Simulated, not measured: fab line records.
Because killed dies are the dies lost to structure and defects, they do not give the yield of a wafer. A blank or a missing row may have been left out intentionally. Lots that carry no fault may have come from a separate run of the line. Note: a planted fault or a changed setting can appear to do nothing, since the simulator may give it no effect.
fab line records	flow nand_harc
record: lots: 5	wafers: 15	last_day: 32
route steps=1302 shown P_GATE@126
lots that met no fault: taken from a fault-free run of the same line
start_h: hours from the record's first day to the start of the lot's first wafer shown	wait_h: hours since the lot's step before	" unchanged from the row above	L1.1+2: several wafers, shown together as one row	- no value present, or no start provided	* or withheld: withheld	< > ~ a bound
route shown NAME@n: a module of which the file shows steps, and the number in the route of the first	usual: mean and standard deviation over wafers with no fault	same: alike in all rows	chamber/n: place in a boat	sites: per-site readings	_std_site: the standard deviation of these	_edge_site: inner sites' mean taken away from outer sites' mean	radius_mm: for every site, how far away it sits from the centre of the wafer	mask NAME#n: copy n	behind: the tool/chamber that last shaped the wafer	hold: what put the lot on hold/how long, in hours/how the hold closed	device: whichever transistor did not switch (one of n, p or np)	end of line: the route-end tests of the same wafers	step lacking rows: just its recipe	killed: dies lost to structure and defects at the first sort, not the wafer's yield	map: the dies of a wafer, with x for killed, . for not killed, _ for no die there
set.NAME: the setting that was run; set.NAME@STEP: the one run at that earlier step	model.NAME: the simulator's own value behind a step, which no gauge read
lots seen at some steps along the route; tables by step, rows by wafer
services: the hour from which a tool's chamber was out of use, counted from the record's first day as start_h (under 0 if before that day), plus the number of hours and why
== steps ==
step: NHARC_P_GATE_STRIP_15
recipe: time_s: 780	temp_c: 130	chemistry: SPM
step: NHARC_P_GATE_PRECLEAN_71
recipe: time_s: *	temp_c: 50	bath_age_min: 0	chemistry: SC1
step: NHARC_P_GATE_SRD_72
step: NHARC_P_GATE_OXIDE_16
recipe: target_thk_a: 30	temp_c: 875	ox_time_s: 392	material: SiO2
step: NHARC_P_GATE_CVD_17
recipe: target_thk_a: 1500	temp_c: 620	time_s: 900	material: poly-Si
step: NHARC_P_GATE_HM_DEP_102
recipe: target_thk_a: 1200	temp_c: 400	material: aC
usual: throttle_valve_pct: 35.000/0.01
lot.wafer	tool	chamber	start_h	wait_h	throttle_valve_pct
L704.1	acl_dep-03	0	176.85	1.6	34.995
L704.4	"	0	"	"	34.983
L704.6	"	0	"	"	35.023
L705.1	acl_dep-02	0	186.96	0.8	34.987
L705.3	"	0	"	"	34.981
L705.4	"	0	"	"	35.002
L711.1	acl_dep-03	0	241.13	0.4	34.997
L711.2	"	0	"	"	34.989
L711.4	"	0	"	"	35.001
L714.1	acl_dep-03	0	275.93	0.4	35.000
L714.2	"	0	"	"	34.991
L714.5	"	0	"	"	35.011
L715.2	acl_dep-01	0	282.65	2.1	34.999
L715.3	"	0	"	"	34.992
L715.5	"	0	"	"	35.013
step: NHARC_P_GATE_DEP_103
recipe: target_thk_a: 300	target_thk_nm: 30	temp_c: 400	flow_sccm: 200	rf_w: 350	material: SiON
usual: heater_power_w: 718/84
lot.wafer	tool	chamber	start_h	wait_h	heater_power_w
L704.1	pecvd-01	2	177.52	0.6	773
L704.4	"	2	"	"	786
L704.6	"	1	"	"	700
L705.3	pecvd-04	0	187.65	0.4	574
L705.1	"	1	"	"	611
L705.4	"	2	"	"	751
L711.1	pecvd-04	0	241.78	0.5	655
L711.2	"	1	"	"	540
L711.4	"	1	"	"	548
L714.1	pecvd-01	0	276.58	0.6	699
L714.2	"	1	"	"	707
L714.5	"	1	"	"	697
L715.2	pecvd-02	2	283.24	0.5	698
L715.3	"	0	"	"	886
L715.5	"	0	"	"	877
step: NHARC_P_GATE_DEHYDRATE_18
recipe: temp_c: 150	time_s: 120
step: NHARC_P_GATE_HMDS_19
recipe: time_s: 30
step: NHARC_P_GATE_COAT_20
recipe: spin_rpm: 1500	resist_thk_nm: 90
step: NHARC_P_GATE_SOFTBAKE_21
recipe: temp_c: 105	time_s: 55
step: NHARC_P_GATE_EBR_22
step: NHARC_P_GATE_EXPOSE_23
recipe: na: 1.35	target_cd_nm: 120	dose_mj: 93.91	mask_id: P_GATE
lot.wafer	tool	chamber	start_h	wait_h	mask
L704.1+4+6	arfi_scanner-01	0	178.06	-	P_GATE_R1#0
L705.1+3+4	arfi_scanner-03	0	188.16	-	P_GATE#0
L711.1+2+4	arfi_scanner-03	0	242.32	-	P_GATE#0
L714.1+2+5	arfi_scanner-01	0	277.12	-	P_GATE#0
L715.2+3+5	arfi_scanner-03	0	283.78	-	P_GATE#0
step: NHARC_P_GATE_PEB_24
recipe: peb_temp_c: 100	peb_time_s: 65
step: NHARC_P_GATE_DEVELOP_25
recipe: develop_time_s: 35	dev_temp_c: 23
step: NHARC_P_GATE_CD_MEAS_26
recipe: target_cd_nm: 120	landing_energy_ev: 500
usual: cd_nm: 119.8/0.54
lot.wafer	tool	chamber	start_h	wait_h	cd_nm
L704.1	cd_sem-02	0	178.20	-	114.9
L704.4	"	0	"	"	114.8
L704.6	"	0	"	"	115.6
L705.1	cd_sem-03	0	188.30	-	120.2
L705.3	"	0	"	"	120.0
L705.4	"	0	"	"	120.0
L711.1	cd_sem-01	0	242.45	-	119.7
L711.2	"	0	"	"	119.1
L711.4	"	0	"	"	119.4
L714.1	cd_sem-03	0	277.26	-	120.0
L714.2	"	0	"	"	121.0
L714.5	"	0	"	"	120.4
L715.2	cd_sem-02	0	283.92	-	120.5
L715.3	"	0	"	"	119.6
L715.5	"	0	"	"	119.5
step: NHARC_P_GATE_OVL_MEAS_27
usual: overlay_x_nm: 0.2/0.89	overlay_y_nm: 0.0/0.85
lot.wafer	tool	chamber	start_h	wait_h	overlay_x_nm	overlay_y_nm
L704.1	overlay-01	-	178.28	-	0.2	1.0
L704.4	"	-	"	"	0.1	1.8
L704.6	"	-	"	"	-0.1	1.0
L705.1	overlay-01	-	188.39	-	-1.8	1.2
L705.3	"	-	"	"	-1.9	1.1
L705.4	"	-	"	"	-2.1	1.4
L711.1	overlay-01	-	242.54	-	-0.4	0.1
L711.2	"	-	"	"	-0.3	0.5
L711.4	"	-	"	"	-0.5	0.0
L714.1	overlay-02	-	277.35	-	0.8	-1.1
L714.2	"	-	"	"	0.5	-0.9
L714.5	"	-	"	"	0.9	-0.9
L715.2	overlay-01	-	284.01	-	0.7	0.9
L715.3	"	-	"	"	1.0	1.0
L715.5	"	-	"	"	1.2	0.8
step: NHARC_P_GATE_INSPECT_28
usual: raw_defect_count: 5.7/2.6
lot.wafer	tool	chamber	start_h	wait_h	raw_defect_count
L704.1	defect_inspect-02	-	178.32	0.0	9
L704.4	"	-	"	"	10
L704.6	"	-	"	"	8
L705.1	defect_inspect-02	-	188.42	0.0	7
L705.3	"	-	"	"	11
L705.4	"	-	"	"	8
L711.1	defect_inspect-02	-	242.58	0.0	6
L711.2	"	-	"	"	11
L711.4	"	-	"	"	5
L714.1	defect_inspect-01	-	277.38	0.0	10
L714.2	"	-	"	"	14
L714.5	"	-	"	"	5
L715.2	defect_inspect-02	-	284.04	0.0	6
L715.3	"	-	"	"	8
L715.5	"	-	"	"	6
step: NHARC_P_GATE_DESCUM_31
recipe: time_s: 3	o2_flow_sccm: 200	ar_flow_sccm: 0	bias_power_w: 0	chemistry: O2
usual: drypump_motor_current_A: 5.6/0.38	oes_product_au: 0.994/0.009	rf_vpp_V: 57.8/0.93	showerhead_plenum_p_Torr: 1.88/0.072	throttle_valve_pct: 11.312/0.009
lot.wafer	tool	chamber	start_h	wait_h	drypump_motor_current_A	oes_product_au	rf_hours_counter_h	rf_vpp_V	showerhead_plenum_p_Torr	throttle_valve_pct	model.P_GATE.cd_nm
L704.4	rie_diel-03	3	178.39	0.1	6.1	0.989	4	57.9	1.82	11.320	115.4
L704.1	"	0	"	"	5.4	0.993	4	58.9	1.95	11.313	114.6
L704.6	"	3	"	"	6.1	0.992	-	56.1	1.82	11.304	116.1
L705.3	rie_diel-04	0	188.49	0.1	5.8	0.999	0	58.1	2.01	11.297	119.9
L705.1	"	1	"	"	5.5	0.987	0	57.5	1.82	11.302	120.3
L705.4	"	2	"	"	5.3	0.987	0	57.9	1.82	11.300	119.9
L711.1	rie_diel-09	0	242.64	0.1	5.9	1.003	5	57.0	1.98	11.300	118.9
L711.2	"	1	"	"	4.8	0.983	5	58.3	1.81	11.315	119.2
L711.4	"	3	"	"	5.7	0.995	5	57.4	1.87	11.299	119.7
L714.2	rie_diel-03	3	277.44	0.1	6.2	0.987	10	58.3	1.81	11.316	121.4
L714.1	"	1	"	"	6.1	0.987	7	57.9	1.92	11.311	119.5
L714.5	"	3	"	"	6.0	0.992	-	59.4	1.81	11.307	120.9
L715.3	rie_diel-04	0	284.11	0.1	5.8	1.005	5	58.6	2.01	11.316	119.5
L715.2	"	2	"	"	5.3	0.982	4	58.6	1.82	11.317	120
L715.5	"	0	"	"	5.8	1.018	-	57.3	2.01	11.318	119.1
step: NHARC_P_GATE_ETCH_104
recipe: target_depth_a: 600	time_s: withheld	cf4_flow_sccm: 100	chf3_flow_sccm: 30	ar_flow_sccm: 0	rf_w: 500	bias_w: 200	chemistry: CF4/CHF3
usual: drypump_motor_current_A: 5.6/0.38	oes_product_au: 0.940/0.023	rf_vpp_V: 369.8/2	showerhead_plenum_p_Torr: 1.55/0.056	throttle_valve_pct: 16.802/0.0099
lot.wafer	tool	chamber	start_h	wait_h	drypump_motor_current_A	oes_product_au	rf_vpp_V	showerhead_plenum_p_Torr	throttle_valve_pct
L704.1	rie_diel-03	3	178.47	0.1	6.1	0.927	369.1	1.50	16.818
L704.4	"	2	"	"	6.0	0.933	370.2	1.60	16.802
L704.6	"	0	"	"	5.5	0.925	371.0	1.60	16.792
L705.3	rie_diel-04	0	188.57	0.1	5.8	0.966	374.2	1.65	16.796
L705.4	"	1	"	"	5.6	0.963	369.2	1.50	16.807
L705.1	"	3	"	"	5.4	0.939	367.8	1.52	16.801
L711.1	rie_diel-09	1	242.73	0.1	4.8	0.915	366.4	1.49	16.807
L711.2	"	2	"	"	5.0	0.927	368.6	1.50	16.796
L711.4	"	3	"	"	5.7	0.921	369.7	1.54	16.799
L714.2	rie_diel-03	1	277.53	0.1	6.0	0.921	370.8	1.58	16.797
L714.1	"	3	"	"	6.1	0.963	368.0	1.50	16.793
L714.5	"	2	"	"	5.9	0.929	373.0	1.59	16.797
L715.2	rie_diel-04	0	284.20	0.1	5.8	0.986	374.0	1.65	16.821
L715.3	"	1	"	"	5.6	0.969	369.7	1.50	16.807
L715.5	"	3	"	"	5.4	0.951	367.4	1.51	16.791
step: NHARC_P_GATE_HM_OPEN_105
recipe: target_depth_a: 3600	o2_flow_sccm: 400	cos_flow_sccm: 20	ar_flow_sccm: 0	rf_w: 500	bias_w: 300	chemistry: O2/COS
step: NHARC_P_GATE_STRIP_106
recipe: o2_flow_sccm: 400	cos_flow_sccm: 20	ar_flow_sccm: 0	bias_w: 0	chemistry: O2/COS
step: NHARC_P_GATE_ETCH_114
recipe: target_depth_a: 300	overetch_a: 30	time_s: 16.5	ion_energy_ev: 100	cf4_flow_sccm: 80	o2_flow_sccm: 20	ar_flow_sccm: 0	rf_w: 300	bias_w: 100	chemistry: CF4/O2
usual: drypump_motor_current_A: 5.6/0.37	oes_product_au: 0.995/0.0083	rf_vpp_V: 197.4/1.3	showerhead_plenum_p_Torr: 1.32/0.049	throttle_valve_pct: 13.397/0.0096
lot.wafer	tool	chamber	start_h	wait_h	drypump_motor_current_A	oes_product_au	rf_hours_counter_h	rf_vpp_V	showerhead_plenum_p_Torr	throttle_valve_pct
L704.1	rie_diel-03	1	-	-	6.1	0.993	3	197.4	1.34	13.379
L704.4	"	2	"	"	5.9	1.007	3	197.8	1.35	13.389
L704.6	"	2	"	"	5.9	1.000	-	197.7	1.35	13.402
L705.1	rie_diel-04	0	-	-	5.8	1.015	0	199.6	1.40	13.403
L705.3	"	2	"	"	5.3	0.994	0	196.3	1.27	13.403
L705.4	"	3	"	"	5.4	0.986	0	196.7	1.28	13.387
L711.2	rie_diel-09	1	-	-	4.8	0.980	5	195.9	1.26	13.397
L711.4	"	2	"	"	5.1	1.009	6	195.2	1.27	13.396
L711.1	"	3	"	"	5.7	1.005	5	197.6	1.30	13.401
L714.2	rie_diel-03	2	-	-	6.0	1.000	8	199.6	1.35	13.409
L714.1	"	0	"	"	5.4	0.984	11	197.7	1.36	13.390
L714.5	"	2	"	"	6.0	1.011	-	198.5	1.35	13.396
L715.2	rie_diel-04	2	-	-	5.3	0.991	5	196.5	1.27	13.386
L715.3	"	3	"	"	5.5	1.004	5	196.2	1.28	13.409
L715.5	"	2	"	"	5.3	0.990	-	196.2	1.27	13.389
step: NHARC_P_GATE_ETCH_32
recipe: target_depth_a: 1500	over_etch_frac: 1	over_etch_ion_energy_ev: 40	time_s: 100.1	hbr_flow_sccm: 150	cl2_flow_sccm: 50	rf_w: 400	icp_w: 400	bias_w: 100	chemistry: HBr/Cl2
usual: drypump_motor_current_A: 5.8/0.49	oes_product_au: 0.998/0.0084	throttle_valve_pct: 26.405/0.009
lot.wafer	tool	chamber	start_h	wait_h	drypump_motor_current_A	oes_product_au	rf_hours_counter_h	throttle_valve_pct	model.P_GATE.cd_nm
L704.4	rie_si-03	0	178.84	-	5.8	0.995	0.7	26.400	119.8
L704.1	"	1	"	"	5.9	1.001	0.6	26.401	117.7
L704.6	"	0	"	"	5.8	0.996	-	26.404	119.9
L705.3	rie_si-03	3	188.95	-	5.6	1.006	0.9	26.392	115
L705.1	"	0	"	"	5.8	1.005	0.9	26.396	121.7
L705.4	"	2	"	"	5.8	0.995	0.8	26.403	119.9
L711.4	rie_si-02	0	243.11	-	6.0	0.996	0.7	26.416	117.9
L711.1	"	1	"	"	6.4	1.004	0.9	26.400	118.7
L711.2	"	3	"	"	5.4	0.997	0.9	26.404	119.3
L714.1	rie_si-04	0	277.91	-	5.2	0.987	0.6	26.390	123.3
L714.2	"	3	"	"	6.5	0.999	0.5	26.414	120.9
L714.5	"	0	"	"	5.2	1.000	-	26.409	120.7
L715.2	rie_si-03	3	285.07	-	5.7	0.981	0.3	26.420	115.9
L715.3	"	0	"	"	5.8	0.992	0.3	26.400	119.4
L715.5	"	1	"	"	5.9	0.989	-	26.406	123.8
step: NHARC_P_GATE_STRIP_108
recipe: o2_flow_sccm: 500	ar_flow_sccm: 0	bias_w: 0	chemistry: O2
usual: drypump_motor_current_A: 5.5/0.39	oes_product_au: 0.994/0.0095	rf_vpp_V: 57.6/0.91	showerhead_plenum_p_Torr: 3.46/0.12	throttle_valve_pct: 17.038/0.0096
lot.wafer	tool	chamber	start_h	wait_h	drypump_motor_current_A	oes_product_au	rf_hours_counter_h	rf_vpp_V	showerhead_plenum_p_Torr	throttle_valve_pct
L704.1	rie_diel-09	2	179.02	-	5.1	1.000	1.8	58.1	3.37	17.052
L704.4	"	3	"	"	5.8	0.999	1.3	58.6	3.45	17.041
L704.6	"	1	"	"	4.8	0.995	-	57.0	3.35	17.034
L705.3	rie_diel-04	3	189.11	-	5.4	0.970	0.1	57.3	3.40	17.037
L705.4	"	1	"	"	5.6	0.988	0.1	56.7	3.36	17.027
L705.1	"	2	"	"	5.3	0.989	0.0	58.0	3.37	17.039
L711.4	rie_diel-09	2	243.27	-	5.0	1.007	5.7	58.8	3.37	17.044
L711.1	"	0	"	"	5.9	0.986	5.0	57.8	3.65	17.028
L711.2	"	1	"	"	4.8	0.993	5.3	56.5	3.34	17.024
L714.2	rie_diel-04	3	278.07	-	5.4	0.988	5.2	57.3	3.40	17.026
L714.1	"	2	"	"	5.3	0.991	4.5	56.7	3.37	17.040
L714.5	"	3	"	"	5.4	0.994	-	57.1	3.40	17.027
L715.2	rie_diel-09	3	285.22	-	5.8	1.002	7.5	57.1	3.45	17.037
L715.3	"	1	"	"	4.8	0.999	8.8	57.7	3.34	17.030
L715.5	"	2	"	"	5.1	1.000	-	57.1	3.37	17.042
== services ==
tool	chamber	start_h	hours	kind
rie_diel-04	0	156.90	-	clean
pecvd-02	1	162.74	17.2	repair
rie_si-04	-	165.00	9.0	pm
rie_diel-03	2	169.32	2.0	repair
arfi_scanner-01	-	172.49	0.9	repair
arfi_scanner-03	-	177.47	1.9	repair
rie_diel-04	-	177.90	9.0	pm
acl_dep-01	-	187.43	13.0	pm
rie_diel-09	1	192.97	4.6	repair
arfi_scanner-03	-	196.00	4.0	pm
arfi_scanner-01	-	202.76	10.5	repair
rie_si-03	-	221.01	9.0	pm
rie_diel-03	1	224.47	14.9	repair
arfi_scanner-03	-	226.37	9.8	repair
pecvd-02	-	227.06	13.0	pm
rie_si-03	1	235.31	6.6	repair
acl_dep-02	-	241.00	13.0	pm
arfi_scanner-01	-	252.00	4.0	pm
rie_diel-04	3	261.93	4.8	repair
rie_diel-03	3	263.48	7.2	repair
pecvd-04	-	269.06	13.0	pm
pecvd-01	1	273.97	1.9	repair
rie_si-02	-	277.00	9.0	pm
rie_diel-03	-	281.30	9.0	pm
== key ==
first_sign: step: NHARC_P_GATE_EXPOSE_23	reading: mask	direction: changed
effect: step: NHARC_P_GATE_CD_MEAS_26	reading: cd_nm	direction: down	sigmas: 8.8	usual: 119.8	struck: 115.1
model_effect: step: NHARC_P_GATE_DESCUM_31	value: P_GATE.cd_nm	without: 119.6	struck: 115.4
model_effect: step: NHARC_P_GATE_ETCH_32	value: P_GATE.cd_nm	without: 123.4	struck: 119.1
met_at NHARC_P_GATE_EXPOSE_23
struck_wafers L704.1,L704.4,L704.6
tester_left_out L704
fault: kind: wrong_mask	tool: any	chamber: -	onset_h: 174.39	steps: NHARC_P_GATE_EXPOSE_23	aux_copy: P_GATE_R1#0	cd_offset_nm: -4.2428	scope: struck_lots_only
tester_left_out: of these lots the tester's yield and bins aren't shown, on N5 and GAA mostly nor the transistor test; their killed dies are dies lost to structure and defects alone, not to doping, threshold or leakage, so they don't give the yield
